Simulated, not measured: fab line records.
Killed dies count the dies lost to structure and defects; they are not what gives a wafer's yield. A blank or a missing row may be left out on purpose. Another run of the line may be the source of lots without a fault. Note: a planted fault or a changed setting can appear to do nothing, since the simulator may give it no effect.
A lot that was struck, set against a sound lot	flow n5-finfet	15 out of 1938 route steps
Sound: the wafers L722.1, L722.3, L722.6. Struck: wafer L736.5. (L736.3 of the same lot was not struck and is left out.) The cause comes at the end.
Per side, at each step with rows, come the tool, then ch with its chambers, and then its first start. Under that, the readings that differ: sound wafers	struck wafers	difference of the means	sigmas: that difference in standard deviations of wafers without a fault.
alike: words and numbers the same on both sides, and readings whose means are apart by under 2 such deviations; not compared: readings that were withheld, readings missing a value for some wafer, numbers with overlapping values and no deviation given by the record, and bounds like >300 which may hide the same value.
Wherever a step has rows on one side only, a row that says differs or no value, or a row with sigmas, the two part there. When numbers do not overlap yet have no deviation, they are printed without sigmas and do not part them. A reading missing from all wafers of one side parts the sides only when that side holds two or more wafers.

first, 1 step without rows for these wafers: N5_BEOL_M12_HARDBAKE_32 (time 120 s).
N5_BEOL_M12_CD_MEAS_28: target cd 160.2 nm.
  sound on cd-sem-01 ch 0, day 12 10:17; struck on cd-sem-01 ch 0, day 16 09:26
  alike: cd-nm
N5_BEOL_M12_OVL_MEAS_29:
  sound on overlay-02 ch 0, day 12 10:19; struck on overlay-02 ch 0, day 16 09:28
  alike: M12_OVL
N5_BEOL_M12_INSPECT_30: inspects for defects (macro).
  sound: defect-inspect-01 at day 12 10:20; struck: defect-inspect-02 at day 16 09:29
  alike: raw-defect-count
N5_BEOL_M12_DESCUM_33: chemistry O2, time 7.9 s.
  sound on rie-diel-03 ch 0,2, day 12 10:29; struck on rie-diel-01 ch 0, day 16 09:42
reading	sound	struck	difference	sigmas
showerhead-plenum-p-Torr (Torr)	2.10 2.06 2.06	2.22	+0.15	+2
  alike: drypump-motor-current-A, oes-product-au, rf-vpp-V, throttle-valve-pct
  not compared: rf-hours-counter-h
N5_BEOL_M12_ETCH_67: etches SiARC in CF4, target depth 143 nm, time 238.3 s.
  sound on rie-diel-03 ch 0,2, day 12 10:31; struck on rie-diel-01 ch 0, day 16 09:44
reading	sound	struck	difference	sigmas
showerhead-plenum-p-Torr (Torr)	2.16 2.13 2.13	2.27	+0.13	+2
  alike: drypump-motor-current-A, etch-rf-on-time-s, oes-product-au, rf-vpp-V, throttle-valve-pct
  not compared: rf-hours-counter-h
N5_BEOL_M12_ETCH_68: etches SOC in N2/H2, time 285 s.
  sound on rie-diel-03 ch 0,2, day 12 10:40; struck on rie-diel-01 ch 0, day 16 09:53
reading	sound	struck	difference	sigmas
showerhead-plenum-p-Torr (Torr)	2.58 2.50 2.50	2.70	+0.17	+2
  alike: drypump-motor-current-A, oes-product-au, rf-vpp-V, throttle-valve-pct
  not compared: rf-hours-counter-h
then, 1 step without rows for these wafers: N5_BEOL_M12_STRIP_69 (strips in N2/H2).
N5_BEOL_M12_TRENCH_ETCH_34: etches SiOC in C4F8/O2/Ar, target depth 318.95 nm, time 125.5 s.
  sound on rie-diel-03 ch 0,2, day 12 10:50; struck on rie-diel-01 ch 0, day 16 10:04
  alike: drypump-motor-current-A, oes-product-au, rf-vpp-V, showerhead-plenum-p-Torr, throttle-valve-pct
  not compared: rf-hours-counter-h
then, 1 step without rows for these wafers: N5_BEOL_M12_STRIP_70 (strips in C4F8/O2/Ar).
N5_BEOL_M12_OCD_MEAS_35:
  sound: ocd-02 at day 12 11:00; struck: ocd-02 at day 16 10:13
  alike: trench-depth-nm
N5_BEOL_M12_STRIP_37: strips in N2/H2.
  sound on plasma-asher-02 ch 0,1, day 12 11:02; struck on plasma-asher-01 ch 0, day 16 10:17
reading	sound	struck	difference	sigmas
drypump-motor-current-A (A)	5.0 5.8 5.0	6.5	+1.2	+3
heater-power-w (W)	360 334 366	403	+50	+2
  alike: oes-product-au
  not compared: rf-hours-counter-h
N5_BEOL_M12_ETCH_38: etches SiCN in CF4/N2, target depth 68.7 nm, time 73.4 s.
  sound on rie-diel-01 ch 0,1,2, day 12 13:55; struck on rie-diel-01 ch 1, day 16 15:56
reading	sound	struck	difference	sigmas
model.etch.depth-nm (nm)	60.76 58.63 60.13	67.64	+7.80	
  alike: drypump-motor-current-A, oes-product-au, rf-vpp-V, showerhead-plenum-p-Torr, throttle-valve-pct
  not compared: rf-hours-counter-h
then, 1 step without rows for these wafers: N5_BEOL_M12_PRECLEAN_39 (cleans in residue remover, time 60 s).
N5_PASSIVATION_PROBE_49:
  sound: prober-02 at day 14 02:34; struck: prober-01 at day 18 03:13
  alike: defect-limited-yield, killed_at_M0_to_M3, killed_at_M4_up, killed-at-contacts, killed-at-front-end, killed-at-other, killed-dies, killed-on-rim, killed-open, killed-short, sort_bin_5_function, sort_bin_6_memory, sort_bin_8_speed, sort-n-pass, sort-yield-pct

WHERE THEY PART
First at N5_BEOL_M12_DESCUM_33; last, within this record, at N5_BEOL_M12_STRIP_37. Later steps at which nothing parts them and some readings are alike: N5_BEOL_M12_ETCH_38, N5_PASSIVATION_PROBE_49.

WHY: the cause the simulator had injected
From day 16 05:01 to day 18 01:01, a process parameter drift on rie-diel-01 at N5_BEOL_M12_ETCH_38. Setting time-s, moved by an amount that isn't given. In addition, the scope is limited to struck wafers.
